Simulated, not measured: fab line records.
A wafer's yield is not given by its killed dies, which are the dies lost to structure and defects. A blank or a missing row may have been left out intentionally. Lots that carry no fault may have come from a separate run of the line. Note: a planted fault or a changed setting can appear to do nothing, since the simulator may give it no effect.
fab line records	flow n5Finfet
record: lots: 6	wafers: 17	lastDay: 19
route steps=1938 shown SDB@357 BEOL_M4@1111 PASSIVATION@1936
lots untouched by any fault: they come from a run of this same line in which no faults occurred
startH: hours from the record's opening day to when the first of the lot's shown wafers began	waitH: hours from the lot's prior step to this one	" as in the row above	L1.1+2: a row that stands for several wafers	- no value present, or no start provided	* or withheld: withheld	< > ~ a bound
route shown NAME@n: NAME is a module with steps in the file, n the number in the route of the first one	usual: the fault-free wafers' mean and standard deviation	same: alike in all rows	chamber/n: place in a boat	sites: per-site readings	_std_site: standard deviation across them	_edge_site: outer sites' mean less inner sites'	radiusMm: for every site, how far away it sits from the centre of the wafer	mask NAME#n: copy n	behind: the tool/chamber that last shaped the wafer	hold: why the lot went on hold/how many hours it stayed there/how the hold came to an end	device: whichever transistor did not switch (one of n, p or np)	end of line: at the end of the route, the tests of the same wafers	a step without rows: its recipe alone	killed: dies that structure and defects cost at the first sort, which is not the same as the wafer's yield	map: the dies of a wafer, with x for killed, . for not killed, _ for no die there
set.NAME: the run value of the setting; set.NAME@STEP: its run value at that earlier step	model.NAME: the simulator's own value behind a step, which no gauge read
lots seen at some steps along the route; tables by step, rows by wafer
services: a tool's chamber out of use, with start hour (startH, from the record's first day; less than 0 if before it), hours out, and reason
== steps ==
step: N5_SDB_OVL_MEAS_12
recipe: pointsPerWafer: 44
usual: SDB_OVL: -0.4/0.65
lot.wafer	tool	chamber	startH	waitH	SDB_OVL[nm]
L208.1	overlay-01	0	63.77	0.0	-0.6
L208.4	"	0	"	"	-0.4
L208.6	"	0	"	"	-0.9
L213.4	overlay-01	0	102.01	0.0	-0.1
L213.5	"	0	"	"	-0.6
L213.6	"	0	"	"	-1.5
L215.3	overlay-02	0	112.05	0.0	-0.7
L215.5	"	0	"	"	0.3
L215.6	"	0	"	"	0.3
L227.2	overlay-02	0	182.23	0.0	-0.5
L227.4	"	0	"	"	-0.6
L227.6	"	0	"	"	-0.5
L230.1	overlay-01	0	201.55	0.0	-0.9
L230.2	"	0	"	"	-0.3
L230.4	"	0	"	"	-0.5
L231.2	overlay-01	0	206.04	0.0	-0.3
L231.6	"	0	"	"	0.0
step: N5_SDB_INSPECT_13
recipe: mode: adi	inspectInstrument: brightfield
usual: rawDefectCount: 79/28
lot.wafer	tool	chamber	startH	waitH	rawDefectCount
L208.1	defectInspect-02	-	63.79	0.0	40
L208.4	"	-	"	"	62
L208.6	"	-	"	"	145
L213.4	defectInspect-01	-	102.04	0.0	54
L213.5	"	-	"	"	29
L213.6	"	-	"	"	46
L215.3	defectInspect-02	-	112.07	0.0	46
L215.5	"	-	"	"	54
L215.6	"	-	"	"	34
L227.2	defectInspect-02	-	182.26	0.0	92
L227.4	"	-	"	"	62
L227.6	"	-	"	"	88
L230.1	defectInspect-02	-	201.57	0.0	63
L230.2	"	-	"	"	52
L230.4	"	-	"	"	70
L231.2	defectInspect-01	-	206.07	0.0	39
L231.6	"	-	"	"	84
step: N5_SDB_DESCUM_16
recipe: chemistry: O2	timeS: 7.9	sourcePowerW: 50	biasPowerW: 20	pressureMtorr: 20	rfFrequencyHz: 2.712e+07	tempC: 40	resist: CAR-ArF	o2FlowSccm: 225
usual: drypumpMotorCurrentA: 5.6/0.41	oesProductAu: 0.78/0.091	rfVppV: 243.3/1.3	showerheadPlenumPTorr: 2.10/0.073	throttleValvePct: 20.45/0.23
lot.wafer	tool	chamber	startH	waitH	drypumpMotorCurrentA	oesProductAu	rfHoursCounterH	rfVppV	showerheadPlenumPTorr	throttleValvePct
L208.1	rieDiel-02	0	63.89	0.1	6.4	0.87	42	243.5	2.15	20.76
L208.4	"	1	"	"	5.5	0.73	205	244.6	2.08	20.73
L208.6	"	1	"	"	5.5	0.73	-	242.6	2.08	20.72
L213.4	rieDiel-03	1	102.24	0.2	5.8	0.69	-	241.8	2.07	20.14
L213.5	"	2	"	"	5.2	0.75	-	241.6	2.01	20.73
L213.6	"	0	"	"	5.0	0.89	-	243.0	2.13	20.28
L215.3	rieDiel-03	0	112.52	0.5	5.0	0.89	18	244.7	2.13	20.27
L215.5	"	1	"	"	5.8	0.70	-	242.3	2.07	20.13
L215.6	"	2	"	"	5.2	0.75	-	241.4	2.01	20.75
L227.2	rieDiel-04	0	182.32	0.1	5.8	0.69	214	244.4	2.17	20.39
L227.4	"	1	"	"	5.7	0.77	180	242.9	2.06	20.38
L227.6	"	0	"	"	5.8	0.69	-	244.5	2.17	20.40
L230.1	rieDiel-04	1	201.82	0.2	5.7	0.76	186	243.4	2.06	20.39
L230.2	"	2	"	"	6.2	0.95	12	246.6	2.24	20.28
L230.4	"	0	"	"	5.8	0.68	219	243.7	2.17	20.41
L231.2	rieDiel-04	0	206.10	0.0	5.8	0.69	221	244.9	2.17	20.41
L231.6	"	3	"	"	6.0	0.90	-	242.9	2.14	20.46
step: N5_SDB_ETCH_17
recipe: chemistry: CF4	target: SiARC	targetDepthA: 234	maskMaterial: CAR-ArF	timeS: 39	ionEnergyEv: 80	pressureMtorr: 40	sourceW: 545	biasW: 36	Ar_flow_sccm: 100	cf4FlowSccm: 100	ends: cleared
step: N5_SDB_ETCH_18
recipe: chemistry: N2/H2	target: SOC	targetDepthA: 1000	overetchA: 200	maskMaterial: SiARC	tempC: 40	timeS: 150	ionEnergyEv: 200	pressureMtorr: 30	sourceW: 840	biasW: 150	n2FlowSccm: 200	h2FlowSccm: 200
usual: drypumpMotorCurrentA: 5.6/0.42	oesProductAu: 0.70/0.076	rfVppV: 524.1/2.4	showerheadPlenumPTorr: 2.55/0.087	throttleValvePct: 17.78/0.24
lot.wafer	tool	chamber	startH	waitH	drypumpMotorCurrentA	oesProductAu	rfHoursCounterH	rfVppV	showerheadPlenumPTorr	throttleValvePct
L208.1	rieDiel-02	0	63.96	0.0	6.3	0.78	42	525.5	2.56	17.70
L208.4	"	1	"	"	5.5	0.65	205	523.4	2.54	18.20
L208.6	"	1	"	"	5.5	0.64	-	524.2	2.54	18.19
L213.4	rieDiel-03	1	102.35	0.1	5.8	0.64	-	522.5	2.52	17.63
L213.5	"	2	"	"	5.2	0.66	-	521.1	2.42	17.84
L213.6	"	0	"	"	5.0	0.81	-	526.0	2.57	17.48
L215.3	rieDiel-03	0	112.59	0.0	5.0	0.80	18	526.2	2.57	17.47
L215.5	"	1	"	"	5.8	0.64	-	522.1	2.52	17.65
L215.6	"	2	"	"	5.3	0.66	-	520.6	2.42	17.86
L227.2	rieDiel-04	0	182.39	0.0	5.8	0.63	214	528.3	2.65	17.98
L227.4	"	1	"	"	5.7	0.67	180	524.2	2.54	18.01
L227.6	"	0	"	"	5.8	0.62	-	524.4	2.65	17.96
L230.1	rieDiel-04	1	201.89	0.0	5.7	0.66	186	522.6	2.54	18.01
L230.2	"	2	"	"	6.2	0.83	12	528.2	2.70	17.58
L230.4	"	0	"	"	5.8	0.62	219	525.2	2.65	17.97
L231.2	rieDiel-04	0	206.17	0.0	5.8	0.62	221	525.3	2.64	17.98
L231.6	"	3	"	"	6.0	0.81	-	524.0	2.61	17.84
step: N5_SDB_STRIP_19
recipe: chemistry: N2/H2	tempC: 40	n2FlowSccm: 200	h2FlowSccm: 200	rfFrequencyHz: 6e+07
step: N5_SDB_STRIP_21
recipe: chemistry: CF4	resist: SiARC	powerW: 300	biasPowerW: 75	pressureMtorr: 50	cf4FlowSccm: 150	rfFrequencyHz: 6e+07
usual: drypumpMotorCurrentA: 5.6/0.41	oesProductAu: 0.77/0.084	rfVppV: 271.3/1.4	showerheadPlenumPTorr: 1.80/0.052	throttleValvePct: 13.60/0.22
lot.wafer	tool	chamber	startH	waitH	drypumpMotorCurrentA	oesProductAu	rfHoursCounterH	rfVppV	showerheadPlenumPTorr	throttleValvePct
L208.1	rieDiel-02	0	64.10	0.0	6.4	0.85	42	272.4	1.83	13.71
L208.4	"	1	"	"	5.4	0.72	206	270.3	1.78	13.87
L208.6	"	1	"	"	5.4	0.71	-	271.5	1.78	13.89
L213.4	rieDiel-03	1	102.44	0.0	5.8	0.71	-	271.3	1.78	13.43
L213.5	"	2	"	"	5.2	0.73	-	269.3	1.74	13.86
L213.6	"	0	"	"	5.0	0.89	-	272.5	1.83	13.43
L215.3	rieDiel-03	0	112.73	0.0	5.0	0.88	18	272.2	1.83	13.42
L215.5	"	1	"	"	5.8	0.71	-	271.1	1.78	13.46
L215.6	"	2	"	"	5.2	0.73	-	270.3	1.73	13.85
L227.2	rieDiel-04	0	182.53	0.0	5.8	0.69	214	271.8	1.85	13.62
L227.4	"	1	"	"	5.7	0.74	180	270.7	1.76	13.66
L227.6	"	0	"	"	5.8	0.69	-	272.2	1.85	13.64
L230.1	rieDiel-04	1	202.03	0.0	5.6	0.73	186	271.5	1.76	13.66
L230.2	"	2	"	"	6.2	0.91	12	273.7	1.89	13.26
L230.4	"	0	"	"	5.8	0.69	219	272.2	1.85	13.63
L231.2	rieDiel-04	0	206.31	0.0	5.8	0.69	221	271.8	1.85	13.64
L231.6	"	3	"	"	6.0	0.90	-	270.8	1.82	13.45
step: N5_SDB_HM_OPEN_20
recipe: chemistry: CH3F/O2	target: SiNx	maskMaterial: SOC	targetDepthA: 240	stopOn: poly-Si	overEtchFrac: 0.4	ionEnergyEv: 120	pressureMtorr: 30	sourceW: 395	biasW: 73	Ar_flow_sccm: 150	CH3F_flow_sccm: 30	O2_flow_sccm: 20
step: N5_SDB_STRIP_22
recipe: chemistry: N2/H2	powerW: 1000	tempC: 250	h2Frac: 0.65	overashFraction: 0.3	pressureMtorr: withheld	n2FlowSccm: 1750	h2FlowSccm: 3250
usual: drypumpMotorCurrentA: 5.8/0.33	heaterPowerW: 328/26	oesProductAu: 0.714/0.0045	stripTimeToEndpointS: 96.2/0.6
lot.wafer	tool	chamber	startH	waitH	drypumpMotorCurrentA	heaterPowerW	oesProductAu	rfHoursCounterH	stripTimeToEndpointS
L208.1	plasmaAsher-02	1	64.20	0.1	5.6	306	0.709	37	95.3
L208.4	"	0	"	"	6.1	359	0.713	-	96.3
L208.6	"	0	"	"	6.0	359	0.701	-	96.0
L213.4	plasmaAsher-02	0	102.57	0.1	6.0	352	0.712	-	97.7
L213.5	"	0	"	"	6.0	355	0.715	-	95.6
L213.6	"	1	"	"	5.6	306	0.713	-	95.9
L215.3	plasmaAsher-02	0	112.87	0.1	6.0	364	0.718	-	95.0
L215.5	"	0	"	"	6.0	363	0.703	-	96.5
L215.6	"	1	"	"	5.6	298	0.715	-	94.9
L227.2	plasmaAsher-01	0	182.63	0.1	6.2	300	0.706	105	96.6
L227.4	"	0	"	"	6.2	298	0.722	-	95.8
L227.6	"	1	"	"	5.3	337	0.708	-	96.5
L230.1	plasmaAsher-02	0	202.13	0.1	6.0	369	0.711	66	96.1
L230.2	"	1	"	"	5.5	298	0.717	66	96.0
L230.4	"	0	"	"	6.1	349	0.710	-	96.5
L231.2	plasmaAsher-01	0	206.42	0.1	6.2	305	0.717	110	96.4
L231.6	"	0	"	"	6.2	311	0.720	-	96.8
step: N5_SDB_PRECLEAN_23
recipe: chemistry: dHF	timeS: 30	tempC: 25	dilution: withheld
step: N5_SDB_DUMMY_REMOVE_24
recipe: chemistry: TMAH	tempC: 70	target: poly-Si	stopOn: SiO2	targetDepthNm: 142	concWtPct: 5	timeS: 57	dry: ipaMarangoni	rinseTimeS: 30	rinseTempC: 23
step: N5_SDB_ETCH_25
recipe: chemistry: C4F6/O2	target: SiO2	targetDepthA: 100	timeS: 3.3	ionEnergyEv: 250	maskMaterial: SiNx	pressureMtorr: 30	sourceW: 345	biasW: 185	Ar_flow_sccm: 300	C4F6_flow_sccm: 10	O2_flow_sccm: 10
usual: drypumpMotorCurrentA: 5.6/0.45	oes_o_777_au: 0.78/0.1	oesProductAu: 0.78/0.096	rfVppV: 667/15	showerheadPlenumPTorr: 2.85/0.087	throttleValvePct: 21.17/0.23
lot.wafer	tool	chamber	startH	waitH	drypumpMotorCurrentA	oes_o_777_au	oesProductAu	rfHoursCounterH	rfVppV	showerheadPlenumPTorr	throttleValvePct
L208.1	rieDiel-03	0	64.42	0.0	5.0	0.96	0.97	2	676	2.90	21.00
L208.4	"	3	"	"	4.8	0.64	0.70	231	696	2.71	21.37
L208.6	"	0	"	"	5.0	0.96	0.96	-	676	2.90	21.01
L213.4	rieDiel-04	1	102.89	0.2	5.7	0.73	0.78	-	664	2.87	21.41
L213.5	"	3	"	"	6.0	0.70	0.69	-	695	2.89	21.31
L213.6	"	2	"	"	6.2	0.69	0.68	-	652	2.70	21.32
L215.3	rieDiel-02	0	113.50	0.5	6.3	0.92	0.85	55	648	2.89	21.39
L215.5	"	0	"	"	6.3	0.92	0.85	-	649	2.89	21.41
L215.6	"	3	"	"	5.7	0.73	0.69	-	655	2.80	21.14
L227.2	rieDiel-04	3	182.86	0.0	6.0	0.92	0.92	20	694	2.88	21.00
L227.4	"	1	"	"	5.7	0.71	0.76	180	665	2.86	21.45
L227.6	"	1	"	"	5.7	0.72	0.76	-	664	2.86	21.45
L230.1	rieDiel-04	2	202.85	0.5	6.2	0.92	0.94	12	663	3.03	21.01
L230.2	"	1	"	"	5.7	0.71	0.75	187	666	2.86	21.44
L230.4	"	0	"	"	5.8	0.74	0.69	220	645	2.92	21.01
L231.2	rieDiel-03	2	206.64	0.0	5.2	0.72	0.72	192	668	2.72	21.48
L231.6	"	1	"	"	5.8	0.65	0.66	-	659	2.80	20.92
step: N5_SDB_CUT_ETCH_26
recipe: chemistry: HBr/Cl2/O2	target: Si	targetDepthA: 1296	btTimeS: 20	maskMaterial: SiNx	timeS: 51.8	ionEnergyEv: *	biasW: *	pressureMtorr: 10	icpW: 800	HBr_flow_sccm: 150	Cl2_flow_sccm: 80	O2_flow_sccm: 12
usual: drypumpMotorCurrentA: 5.7/0.52	oes_o_777_au: 0.95/0.05	oesProductAu: 1.004/0.011	throttleValvePct: 37.2/0.61
lot.wafer	tool	chamber	startH	waitH	drypumpMotorCurrentA	oes_o_777_au	oesProductAu	rfHoursCounterH	throttleValvePct	model.etch.depthNm	model.SDB.featureDepthNm	model.SiNx_of_SDB_HM_DEP_00.thkNm
L208.1	rieSi-04	2	64.51	0.1	6.4	1.03	0.999	85	37.3	135.2	135.2	21
L208.4	"	3	"	"	5.7	0.97	0.994	106	38.0	131.8	131.8	20.4
L208.6	"	0	"	"	5.1	1.07	1.005	-	37.5	131.3	131.2	20.6
L213.4	rieSi-03	1	102.94	0.0	5.5	0.90	1.011	35	36.7	202.9	203	13.2
L213.5	"	2	"	"	5.7	0.95	1.017	-	37.6	207.6	207.6	12.8
L213.6	"	3	"	"	6.3	0.93	1.022	-	37.8	204.5	204.4	11.6
L215.3	rieSi-03	0	113.58	0.1	5.5	1.02	1.045	1	36.6	208.2	208.2	11.6
L215.5	"	0	"	"	5.5	1.03	1.050	-	36.6	207.2	207.2	12.2
L215.6	"	3	"	"	6.3	0.93	1.016	-	37.9	205.1	205.2	12.2
L227.2	rieSi-04	1	182.94	0.1	5.5	1.00	1.018	120	36.9	134.1	134.2	20.6
L227.4	"	3	"	"	5.8	0.96	1.008	108	38.0	129	129	23
L227.6	"	3	"	"	5.8	0.98	0.994	-	38.0	129.5	129.6	22
L230.1	rieSi-03	0	202.93	0.1	5.5	1.03	1.026	3	36.6	131.4	131.4	22
L230.2	"	2	"	"	5.7	0.95	0.984	173	37.6	132.9	132.8	21.6
L230.4	"	3	"	"	6.3	0.93	1.005	17	37.9	127.4	127.4	23
L231.2	rieSi-04	3	206.73	0.1	5.8	0.97	0.998	108	38.0	131.2	131.2	20.2
L231.6	"	2	"	"	6.4	1.02	1.009	-	37.3	133.9	133.8	21
step: N5_SDB_PRECLEAN_38
recipe: chemistry: dHF	timeS: 10	dilution: 750:1	tempC: 25
lot.wafer	tool	chamber	startH	waitH	model.SiNx_of_SDB_HM_DEP_00.thkNm
L208.1	wetBench-03	0	64.62	0.1	21
L208.4	"	2	"	"	20.4
L208.6	"	7	"	"	20.6
L213.4	wetBench-03	6	103.06	0.1	13.2
L213.5	"	4	"	"	12.8
L213.6	"	0	"	"	11.6
L215.3	wetBench-04	7	113.70	0.1	11.4
L215.5+6	"	4,3	"	"	12.2
L227.2	wetBench-03	7	183.06	0.1	20.4
L227.4	"	3	"	"	23
L227.6	"	2	"	"	21.8
L230.1	wetBench-06	3	203.05	0.1	22
L230.2	"	2	"	"	21.6
L230.4	"	7	"	"	23
L231.2	wetBench-04	6	206.84	0.1	20.2
L231.6	"	1	"	"	20.8
step: N5_SDB_PRECLEAN_39
recipe: chemistry: O3/DIW	timeS: 45	tempC: 22	o3Ppm: 10
step: N5_BEOL_M4_RC_MEAS_101
usual: DIBL_N: 36.4/2.2	DIBL_P: 36.3/2.5	IOFF_N: 0.17/0.052	IOFF_P: 0.23/0.049	ION_N: 674/17	ION_P: 464/11	SS_N: 71.7/0.98	SS_P: 73.3/0.84	VT_N: 250/4	VT_P: -249/3.8
lot.wafer	tool	chamber	startH	waitH	DIBL_N[mV/V]	DIBL_P[mV/V]	IOFF_N[nA/um]	IOFF_P[nA/um]	ION_N[uA/um]	ION_P[uA/um]	SS_N[mV/dec]	SS_P[mV/dec]	VT_N[mV]	VT_P[mV]
L208.1	prober-02	0	175.73	0.0	36.8	37.8	0.17	0.25	678	471	71.8	73.6	250	-248
L208.4	"	0	"	"	38.5	37.4	0.20	0.23	659	450	73.0	73.4	249	-248
L208.6	"	0	"	"	33.0	33.4	0.12	0.18	686	472	71.1	72.3	253	-252
L215.3	prober-02	0	247.80	0.3	41.4	42.8	0.30	0.32	691	464	72.2	74.5	243	-245
L215.5	"	0	"	"	37.6	38.8	0.20	0.26	670	459	71.8	74.5	249	-247
L215.6	"	0	"	"	37.7	37.5	0.19	0.22	685	466	71.6	74.1	249	-251
L213.4	prober-01	0	257.26	0.5	40.3	39.7	0.26	0.33	699	481	72.8	74.5	240	-241
L213.5	"	0	"	"	36.3	34.7	0.15	0.22	680	467	71.4	73.6	251	-247
L213.6	"	0	"	"	33.4	32.1	0.11	0.19	649	457	71.4	72.6	256	-249
L227.2	prober-02	0	317.61	0.2	36.3	36.3	0.16	0.22	680	470	71.6	72.9	248	-248
L227.4	"	0	"	"	35.4	35.8	0.15	0.23	676	477	71.2	73.4	247	-246
L227.6	"	0	"	"	39.9	40.6	0.25	0.31	690	467	72.9	74.3	244	-244
L230.1	prober-01	0	348.53	0.0	31.1	30.3	0.11	0.15	671	467	70.5	72.2	252	-253
L230.2	"	0	"	"	36.1	35.9	0.17	0.23	684	469	71.5	73.6	250	-248
L230.4	"	0	"	"	36.1	34.6	0.16	0.20	636	449	72.6	73.1	255	-251
L231.2	prober-01	0	349.62	0.9	37.3	37.8	0.17	0.24	683	472	71.9	73.3	250	-249
L231.6	"	0	"	"	33.2	32.8	0.11	0.17	648	457	71.4	71.8	254	-253
step: N5_PASSIVATION_PROBE_49
usual: defectLimitedYield: 91.2/1.4	killed_at_M0_to_M3: 34/9.3	killed_at_M4_up: 14/5.9	killedAtContacts: 14/5.7	killedAtFrontEnd: 38/10	killedAtOther: 4/3.2	killedDies: 104/17	killedOpen: 67/13	killedShort: 33/6.9	sort_bin_4_leakage: 0/3.6	sort_bin_5_function: 5.2/1	sort_bin_6_memory: 3.3/0.61	sort_bin_8_speed: 0.3/1.8	sortNPass: 1069/52
same: grossDies: 1180	killedAtBackSide: 0
lot.wafer	tool	chamber	startH	waitH	defectLimitedYield[%]	killed_at_M0_to_M3	killed_at_M4_up	killedAtContacts	killedAtFrontEnd	killedAtOther	killedDies	killedOpen	killedShort	sort_bin_4_leakage[%]	sort_bin_5_function[%]	sort_bin_6_memory[%]	sort_bin_8_speed[%]	sortNPass
L208.1	prober-01	-	286.13	0.0	91.4	18	8	23	46	7	102	62	37	0	5.3	3.2	0	1078
L208.4	prober-01	-	286.28	0.2	93.1	16	9	12	32	12	81	48	29	0	3.8	2.6	0	1099
L208.6	prober-01	-	286.38	0.3	91.8	36	10	10	36	5	97	63	30	0	5.2	2.7	0	1083
L215.3	prober-01	-	355.01	0.1	91.0	25	25	23	29	4	106	80	23	1	5.3	3.3	0	1067
L215.5	prober-01	-	355.11	0.2	90.2	43	25	24	24	0	116	86	28	0	5.3	4.1	0	1064
L215.6	prober-01	-	355.16	0.3	93.7	21	16	12	24	1	74	47	24	0	3.6	2.5	0	1106
L213.4	prober-01	-	363.36	0.2	89.5	44	16	13	45	6	124	83	29	0	5.9	3.9	0	1056
L213.5	prober-01	-	363.41	0.2	91.6	32	13	18	36	0	99	66	24	0	4.6	3.7	0	1081
L213.6	prober-01	-	363.46	0.3	88.7	33	30	21	43	6	133	93	32	0	7.0	4.1	0	1047
L230.1	prober-01	-	461.84	0.8	90.4	33	13	16	45	6	113	78	27	0	5.5	3.6	0	1067
L230.2	prober-01	-	461.89	0.8	92.5	41	8	10	26	4	89	58	29	0	4.5	2.7	0	1091
L230.4	prober-01	-	461.99	0.9	92.0	44	11	11	24	4	94	64	27	0	4.4	3.4	1.8	1065
killed by level:class
L208.1 MOL_CONTACT_COAG:geometricParticle:open=18 FIN_SAQP:geometricParticle:open=16 FIN_SAQP:geometricParticle:short=15 MOL_CONTACT_COAG:geometricParticle:short=5 BEOL_M0_SAQP:geometricParticle:short=5 MIM_TOP_ETCH:geometricParticle:open=4 DUMMY_GATE:geometricParticle:open=3 BEOL_M1:geometricParticle:short=3
L208.4 FIN_SAQP:geometricParticle:open=14 MOL_CONTACT_COAG:geometricParticle:open=9 FIN_SAQP:geometricParticle:short=7 BEOL_M1:geometricParticle:short=5 BEOL_M1:geometricParticle:open=4 BEOL_M4:geometricParticle:open=4 MIM_TOP_ETCH:geometricParticle:short=4 MOL_CONTACT_COAG:geometricParticle:short=3
L208.6 FIN_SAQP:geometricParticle:open=14 MOL_CONTACT_COAG:geometricParticle:open=10 BEOL_M1:geometricParticle:open=9 FIN_SAQP:geometricParticle:short=7 BEOL_M3:geometricParticle:open=6 ILD0:geometricParticle:short=5 BEOL_M0_SAQP:geometricParticle:open=5 BEOL_M0_SAQP:geometricParticle:short=5
L215.3 MOL_CONTACT_COAG:geometricParticle:open=17 BEOL_M4:geometricParticle:open=12 FIN_SAQP:geometricParticle:open=8 MOL_CONTACT_COAG:geometricParticle:short=6 BEOL_M3:geometricParticle:open=6 BEOL_M5:geometricParticle:open=6 BEOL_M2:geometricParticle:open=5 STI_FIN_REVEAL:geometricParticle:open=4
L215.5 MOL_CONTACT_COAG:geometricParticle:open=22 BEOL_M2:geometricParticle:open=14 BEOL_M4:geometricParticle:open=12 STI_FIN_REVEAL:geometricParticle:open=9 BEOL_M0_SAQP:geometricParticle:short=5 BEOL_M0_SAQP:geometricParticle:open=5 BEOL_M1:geometricParticle:open=5 BEOL_M3:geometricParticle:open=5
L215.6 BEOL_M4:geometricParticle:open=10 MOL_CONTACT_COAG:geometricParticle:open=9 STARTING-WAFER:geometricParticle:short=5 FIN_SAQP:geometricParticle:short=4 DUMMY_GATE:geometricParticle:open=4 BEOL_M2:geometricParticle:short=4 BEOL_M0_SAQP:geometricParticle:open=4 BEOL_M0:geometricParticle:open=4
L213.4 BEOL_M2:geometricParticle:open=15 BEOL_M3:geometricParticle:open=11 MOL_CONTACT_COAG:geometricParticle:open=10 FIN_SAQP:geometricParticle:open=8 BEOL_M4:geometricParticle:open=8 STI_FIN_REVEAL:geometricParticle:open=7 FIN_SAQP:geometricParticle:short=5 BEOL_M1:geometricParticle:open=5
L213.5 MOL_CONTACT_COAG:geometricParticle:open=11 BEOL_M2:geometricParticle:open=11 FIN_SAQP:geometricParticle:open=8 BEOL_M0_SAQP:geometricParticle:open=6 STI_FIN_REVEAL:geometricParticle:open=5 STARTING-WAFER:geometricParticle:open=5 FIN_SAQP:geometricParticle:short=4 GATE_CUT:geometricParticle:short=4
L213.6 MOL_CONTACT_COAG:geometricParticle:open=16 BEOL_M4:geometricParticle:open=16 FIN_SAQP:geometricParticle:open=9 STI_FIN_REVEAL:geometricParticle:open=9 BEOL_M0_SAQP:geometricParticle:open=9 BEOL_M2:geometricParticle:open=6 BEOL_M3:geometricParticle:short=6 GATE_CUT:geometricParticle:short=4
L230.1 FIN_SAQP:geometricParticle:open=17 BEOL_M2:geometricParticle:open=12 MOL_CONTACT_COAG:geometricParticle:open=12 DUMMY_GATE:geometricParticle:open=7 STI_FIN_REVEAL:geometricParticle:open=5 BEOL_M0_SAQP:geometricParticle:short=5 BEOL_M0_SAQP:geometricParticle:open=5 PASSIVATION:areaEtch=5
L230.2 FIN_SAQP:geometricParticle:open=10 MOL_CONTACT_COAG:geometricParticle:open=10 BEOL_M2:geometricParticle:open=10 BEOL_M0_SAQP:geometricParticle:short=8 BEOL_M0_SAQP:geometricParticle:open=6 BEOL_M1:geometricParticle:open=6 FIN_SAQP:geometricParticle:short=3 GATE_CUT:geometricParticle:open=3
L230.4 BEOL_M0_SAQP:geometricParticle:open=14 BEOL_M2:geometricParticle:open=11 BEOL_M0_SAQP:geometricParticle:short=9 MOL_CONTACT_COAG:geometricParticle:open=8 BEOL_M4:geometricParticle:open=8 FIN_SAQP:geometricParticle:open=6 STARTING-WAFER:geometricParticle:short=5 FIN_SAQP:geometricParticle:short=3
== services ==
tool	chamber	startH	hours	kind
rieDiel-04	3	41.59	1.3	repair
rieDiel-03	3	45.61	4.3	repair
rieDiel-02	1	52.92	1.5	repair
rieDiel-04	0	57.66	4.1	repair
rieSi-03	3	65.05	3.2	repair
rieDiel-02	0	73.23	5.6	repair
rieSi-03	-	77.39	0.4	repair
rieDiel-02	0	82.78	5.5	repair
rieDiel-04	0	98.94	4.2	repair
rieDiel-04	3	118.34	-	clean
rieDiel-04	3	118.34	-	consumableReplace:focusRing
rieDiel-04	3	118.34	17.5	scheduledDown
rieDiel-04	3	118.34	17.5	ventCycle
rieSi-04	-	125.19	14.6	pm
rieDiel-04	2	135.83	-	clean
rieDiel-04	2	135.83	-	consumableReplace:focusRing
rieDiel-04	2	135.83	-	consumableReplace:showerhead
rieSi-03	3	140.43	4.8	repair
rieSi-04	3	146.87	2.2	repair
rieDiel-04	0	148.13	4.3	repair
rieSi-03	0	170.94	1.6	repair
plasmaAsher-01	-	171.51	4.3	repair
rieSi-04	2	176.00	6.6	repair
rieDiel-03	0	201.11	2.7	repair
== key ==
firstSign: step: N5_SDB_CUT_ETCH_26	reading: oesProductAu	direction: up	sigmas: 2	usual: 1.004	struck: 1.027
effect none on later readings
modelEffect: step: N5_SDB_CUT_ETCH_26	value: etch.depthNm	without: 129.5	struck: 205.9
modelEffect: step: N5_SDB_PRECLEAN_38	value: SiNx_of_SDB_HM_DEP_00.thkNm	without: 21.87	struck: 12.23
metAt N5_SDB_CUT_ETCH_26
struckWafers L213.4,L213.5,L213.6,L215.3,L215.5,L215.6
alsoFits N5_SDB_DESCUM_16:rieDiel-03,N5_SDB_ETCH_18:rieDiel-03,N5_SDB_STRIP_21:rieDiel-03
fault: kind: processParameterDrift	tool: rieSi-03	chamber: -	onsetH: 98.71	steps: N5_SDB_CUT_ETCH_26	channel: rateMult	offset: 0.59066	shape: step	endH: 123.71
